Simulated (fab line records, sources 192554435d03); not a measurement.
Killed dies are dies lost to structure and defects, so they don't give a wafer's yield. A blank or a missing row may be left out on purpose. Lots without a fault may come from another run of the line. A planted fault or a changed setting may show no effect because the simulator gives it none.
Chamber matching | flow n5_finfet | N5_BEOL_M10_STRIP_36 on rie_diel-06: 4 sister chambers
The step strips in N2/H2. 14 wafers are shown with their chamber, then 7 later ones without.

WAFERS WITH THEIR CHAMBER
wafer  | chamber | throttle_valve_pct (%) | showerhead_plenum_p_Torr (Torr) | oes_product_au (a.u.)
L083.3 | 3       | 23.2                   | 2.47                            | 0.82
L083.4 | 1       | 23.6                   | 2.57                            | 0.80
L083.5 | 0       | 23.8                   | 2.61                            | 0.71
L084.1 | 2       | 23.4                   | 2.57                            | 0.87
L084.4 | 0       | 23.8                   | 2.61                            | 0.72
L084.6 | 0       | 23.8                   | 2.61                            | 0.72
L088.1 | 3       | 23.2                   | 2.46                            | 0.83
L088.3 | 0       | 23.8                   | 2.60                            | 0.72
L088.5 | 0       | 23.8                   | 2.60                            | 0.70
L090.1 | 3       | 23.3                   | 2.46                            | 0.83
L090.2 | 1       | 23.6                   | 2.57                            | 0.78
L090.6 | 2       | 23.4                   | 2.56                            | 0.85
L096.1 | 3       | 23.2                   | 2.46                            | 0.83
L096.3 | 0       | 23.8                   | 2.60                            | 0.71

SIGNATURES (means of the wafers above)
reading                  | chamber 0 | chamber 1 | chamber 2 | chamber 3 | scatter within a chamber
throttle_valve_pct       | 23.800    | 23.600    | 23.400    | 23.225    | 0.0274
showerhead_plenum_p_Torr | 2.6050    | 2.5700    | 2.5650    | 2.4625    | 0.00524
oes_product_au           | 0.7133    | 0.7900    | 0.8600    | 0.8275    | 0.00899
Rule: a wafer's distance from a chamber is the root of the sum, over the readings, of the square of ((its reading less the chamber's mean) divided by the reading's scatter). The wafer belongs to the nearest chamber; if the next one is less than 2 further off, it can't be placed. The scatter: the root of (the sum of the squares of (reading less its chamber's mean) over the shown wafers, divided by (wafers less chambers)).

WAFERS WITHOUT THEIR CHAMBER
wafer  | throttle_valve_pct (%) | showerhead_plenum_p_Torr (Torr) | oes_product_au (a.u.)
L096.5 | 23.3                   | 2.46                            | 0.83
L094.2 | 23.6                   | 2.56                            | 0.77
L094.3 | 23.4                   | 2.56                            | 0.85
L094.5 | 23.3                   | 2.46                            | 0.83
L097.1 | 23.7                   | 2.56                            | 0.76
L097.4 | 23.3                   | 2.45                            | 0.81
L097.5 | 23.6                   | 2.56                            | 0.77

WHICH CHAMBER EACH WENT THROUGH
wafer  | from the rows above | in truth
L096.5 | 3                   | 3
L094.2 | 1                   | 1
L094.3 | 2                   | 2
L094.5 | 3                   | 3
L097.1 | 1                   | 1
L097.4 | 3                   | 3
L097.5 | 1                   | 1
Placed correctly: 7 of 7. Can't be placed from these rows: 0. Placed wrongly: 0.
